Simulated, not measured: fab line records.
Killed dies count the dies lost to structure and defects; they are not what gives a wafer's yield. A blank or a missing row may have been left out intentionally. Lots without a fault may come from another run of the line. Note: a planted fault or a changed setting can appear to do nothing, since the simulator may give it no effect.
A single fault, viewed from 2 desks | flow n5-finfet | each desk holds nothing but its own numbers, with what lay behind them at the end

FOR THE TOOL OWNER'S DESK: rie-diel-01
The tool's own readings at N5_BEOL_M15_ETCH_57 (etches SOC in N2/H2, time 750 s): means of the sampled wafers that have a number, for each lot that ran on this tool. Any lot whose mean is over 4 standard deviations away from the usual mean is out of limits and marked OUT; that distance is given in the brackets.
Columns: A = chamber-pressure-mTorr at N5_BEOL_M15_ETCH_57, usual 29.999 mTorr; B = drypump-motor-current-A at N5_BEOL_M15_ETCH_57, usual 5.9 A; C = oes-product-au at N5_BEOL_M15_ETCH_57, usual 0.82 a.u.; D = rf-vpp-V at N5_BEOL_M15_ETCH_57, usual 524.1 V; E = showerhead-plenum-p-Torr at N5_BEOL_M15_ETCH_57, usual 2.55 Torr; F = throttle-valve-pct at N5_BEOL_M15_ETCH_57, usual 17.73 %
lot  | first seen here | A      | B   | C               | D     | E    | F
L553 | day 11 14:35    | 29.986 | 5.7 | 0.81            | 522.3 | 2.52 | 17.87
L556 | day 12 15:08    | 30.007 | 5.9 | 0.84            | 525.5 | 2.57 | 17.62
L560 | day 13 03:34    | 29.978 | 6.1 | 0.86            | 523.7 | 2.54 | 17.55
L563 | day 14 01:49    | 29.987 | 5.7 | 0.88            | 524.0 | 2.51 | 17.75
L574 | day 17 14:04    | 29.969 | 6.3 | 1.22 (+4.6) OUT | 524.9 | 2.58 | 17.32
This desk's finding: out of limits on L574; first on L574, day 17 14:04 (oes-product-au at N5_BEOL_M15_ETCH_57). L553, L556, L560, L563 stayed within limits.

AT THE METROLOGY DESK
Means of the sampled wafers that have a number, per lot and without regard to the tool the lot ran on: this is what the gauges read. Any lot whose mean is over 4 standard deviations away from the usual mean is out of limits and marked OUT; that distance is given in the brackets.
Columns: A = cd-nm at N5_BEOL_M15_CD_MEAS_17, usual 361.6 nm
lot  | first seen here | A
L552 | day 11 07:22    | 362.0
L553 | day 11 14:29    | 363.8
L554 | day 11 16:34    | 360.2
L555 | day 11 21:52    | 361.2
L556 | day 12 15:02    | 360.7
L557 | day 12 17:17    | 359.2
L560 | day 13 03:25    | 362.7
L562 | day 13 11:47    | 361.8
L563 | day 14 01:40    | 363.9
L574 | day 17 13:58    | 359.4
L575 | day 18 03:05    | 360.4
Finding of this desk: none of the 11 lots has anything out of limits.

PUT TOGETHER
On L574, at day 17 14:04, an alarm was possible from the tool owner's desk.
The metrology desk saw nothing out of limits.
The metrology desk has L574 on record, within its limits.
Of the lots named, all ran N5_BEOL_M15_ETCH_57 on rie-diel-01.

WHAT HAD BEEN PUT IN BY THE SIMULATOR
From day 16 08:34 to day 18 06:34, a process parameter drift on rie-diel-01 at N5_BEOL_M15_ETCH_57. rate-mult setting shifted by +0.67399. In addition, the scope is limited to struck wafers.
Shown lots that were struck: L574.
Time in hours from fault onset to the first out-of-limits reading at each desk: the tool owner's desk, 30.
